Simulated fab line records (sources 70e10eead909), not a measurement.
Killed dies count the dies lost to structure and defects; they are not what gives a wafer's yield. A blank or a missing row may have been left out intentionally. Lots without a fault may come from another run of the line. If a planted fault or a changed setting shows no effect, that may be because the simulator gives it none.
8D (eight disciplines) problem report, filled in by code :: flow nand harc :: the parts of the form that need people (team, actions taken, sign-off) are left out

1. WHAT WENT WRONG
killed dies at NHARC_END_SORT_01 reads a mean of 677 on 6 wafers of 2 lots; wafers without a fault read 60 with a standard deviation of 19. That puts it +32 standard deviations away from the usual mean.
Seen first at day 28 15:43 on prober-01, wafer L843.2. The record has a number at this step for 6 wafers belonging to 2 lots. Rule for "out", or "out of limits": more than 4 standard deviations from the usual mean. All remaining wafers that have a number are taken as sound.

2. WHAT IT IS; WHAT IT IS NOT
question: which readings at this step
is: killed dies, killed at array
is not: killed at other, killed at periphery, killed open, killed short

question: which lots
is: L843, L844
is not: -

question: which wafers of those lots
is: all that have a number
is not: -

question: read on which gauges
is: prober-01, prober-02
is not: -

question: when
is: from day 28 15:43
is not: up to then (0 sound wafers)

3. WHAT RULES OUT EACH SUSPECT
Counting: a tool at a process step up to the reading stays a suspect if it ran every lot that is out and no sound lot after the first of them.
- the gauge at NHARC_END_SORT_01 is ruled out. The wafers that are out were read on 2 gauges (prober-01, prober-02).
- plasma asher-02 at NHARC_A_WL_FILL_STRIP_27 (strips in N2/H2, time 20 s): kept. It ran every lot that is out, first L843 (day 24 15:08), and no sound lot after that.
- rie diel-03 at NHARC_A_WL_FILL_ETCHBACK_16 (etches the open film in C4F8/O2/Ar, target depth 120 nm, time 24 s): kept. It ran every lot that is out, first L843 (day 25 04:04), and no sound lot after that. On those wafers its own readings are out: run length s.
What counting leaves: plasma asher-02 at NHARC_A_WL_FILL_STRIP_27 and rie diel-03 at NHARC_A_WL_FILL_ETCHBACK_16.

4. THE CAUSE (what the simulator had put in)
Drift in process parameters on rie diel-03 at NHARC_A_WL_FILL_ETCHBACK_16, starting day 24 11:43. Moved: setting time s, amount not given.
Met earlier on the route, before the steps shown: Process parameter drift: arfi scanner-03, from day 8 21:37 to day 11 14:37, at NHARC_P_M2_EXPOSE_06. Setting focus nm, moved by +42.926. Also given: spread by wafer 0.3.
After counting, 2 suspects remain, this tool included.

5. THE EFFECT CHAIN, in route order
Each row: a reading where the mean over the struck wafers with a number is more than 3 standard deviations away from the usual. Only readings whose record carries a usual standard deviation are examined. hours: median over the lots of the time between each lot's start at the first step of this table that gives one and its start at this step. sigmas: the change, counted in usual standard deviations.
hours: 0
step: NHARC_A_WL_FILL_ETCHBACK_16
reading: run length s
usual: 45.1 s
on struck wafers: 26.1
change: -19.0
sigmas: -43

hours: 85
step: NHARC_END_SORT_01
reading: killed at array
usual: 55
on struck wafers: 673
change: +618
sigmas: +31

hours: 85
step: NHARC_END_SORT_01
reading: killed dies
usual: 60
on struck wafers: 677
change: +617
sigmas: +32
Here are the process steps it includes:
- NHARC_A_WL_FILL_ETCHBACK_16: etches the open film in C4F8/O2/Ar, target depth 120 nm, time 24 s.

6. HOW IT WOULD HAVE BEEN CAUGHT EARLIER
Counted from the fault's start at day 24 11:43, it took 100 hours until the first out-of-limits reading at a measuring or inspecting step in this record, taken at day 28 15:43.
The tool's own readings at NHARC_A_WL_FILL_ETCHBACK_16 were out on every struck wafer that the step has a row for (run length s): an alarm limit on them would have fired on the first of those.
By day 28 15:43, every lot that is out (2) had started NHARC_A_WL_FILL_ETCHBACK_16 on rie diel-03. Tool hold at that time: it would have spared none of them.
